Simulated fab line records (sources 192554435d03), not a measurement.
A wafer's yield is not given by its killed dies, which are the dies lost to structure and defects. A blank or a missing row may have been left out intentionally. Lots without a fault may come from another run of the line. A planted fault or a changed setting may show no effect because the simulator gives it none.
8D (eight disciplines) problem report, filled in by code / flow n5_finfet / the parts of the form that need people (team, actions taken, sign-off) are left out

== 1. PROBLEM STATEMENT ==
Wafers without a fault read 342.1 W, standard deviation 1; rf_fwd_power_W at N5_BEOL_M10_VIA_ETCH_34 reads a mean of 425.5 W on 2 wafers belonging to 2 lots. Measured from the usual mean, that is +83 standard deviations.
The step: etches SiCOH lowk in C4F6/O2, target depth 184.5 nm, time 69.2 s.
First seen on wafer L958.6, day 14 04:14, on rie_diel-04. At this step, 30 wafers from 10 lots have a number in the record. Rule for "out" (also "out of limits"): further than 4 standard deviations from the usual mean. The other wafers with a number count as sound.

== 2. WHAT IT IS; WHAT IT IS NOT ==
question=which readings at this step | is=rf_fwd_power_W, rf_vpp_V | is not=O2_flow_sccm, chamber_pressure_mTorr, drypump_motor_current_A, oes_product_au, showerhead_plenum_p_Torr, throttle_valve_pct
question=which lots | is=L958, L960 | is not=L950, L953, L955, L962, L968, L970, L971, L972
question=which wafers of those lots | is=L958.6, L960.2 | is not=L958.1, L958.4, L960.3, L960.6
question=read on which tools | is=rie_diel-04 | is not=rie_diel-01, rie_diel-06
question=when | is=from day 14 04:14 | is not=up to then (11 sound wafers); but 17 sound wafers of L960, L962, L968, L970, L971, L972 came after

== 3. WHAT RULES OUT EACH SUSPECT ==
Counting: a tool at a process step up to the reading stays a suspect if it ran every lot that is out. Sound lots after the first of them don't rule it out here, since some wafers of a struck lot are sound.
- rie_diel-04 at N5_BEOL_M10_VIA_ETCH_34 (etches SiCOH lowk in C4F6/O2, target depth 184.5 nm, time 69.2 s): kept. Ran every lot that is out, first one L958 (day 14 04:14); last sound lot up to then L955 (day 13 22:50). Its own rf_fwd_power_W, rf_vpp_V readings are out on those wafers.
- At N5_BEOL_M10_VIA_ETCH_34, inside rie_diel-04: chamber 3 took the wafers that are out, while their sound lot-mates went through chambers 0, 1, 2.
Left after counting: rie_diel-04 at N5_BEOL_M10_VIA_ETCH_34.

== 4. THE CAUSE (what the simulator had put in) ==
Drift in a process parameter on rie_diel-04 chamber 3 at N5_BEOL_M10_VIA_ETCH_34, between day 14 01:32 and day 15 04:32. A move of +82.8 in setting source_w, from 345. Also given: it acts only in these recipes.
The count eliminated every tool but this one.

== 5. THE CHAIN OF EFFECTS, in route order ==
Rows list readings where the struck wafers' mean (over those with a number) sits beyond 3 standard deviations from the usual. Only readings whose record carries a usual standard deviation are examined. hours: median over the lots of the time between each lot's start at the first step of this table that gives one and its start at this step. sigmas: the change, counted in usual standard deviations.
hours=0; step=N5_BEOL_M10_VIA_ETCH_34; reading=rf_fwd_power_W; usual=342.1 W; on struck wafers=425.5; change=+83.4; sigmas=+83
hours=0; step=N5_BEOL_M10_VIA_ETCH_34; reading=rf_vpp_V; usual=667 V; on struck wafers=608; change=-58; sigmas=-7.1
Here are the process steps it includes:
- N5_BEOL_M10_VIA_ETCH_34: etches SiCOH lowk in C4F6/O2, target depth 184.5 nm, time 69.2 s.

== 6. WHAT WOULD HAVE CAUGHT IT SOONER ==
First out-of-limits reading in this record: day 14 04:14, which is 3 hours after fault onset at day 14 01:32.
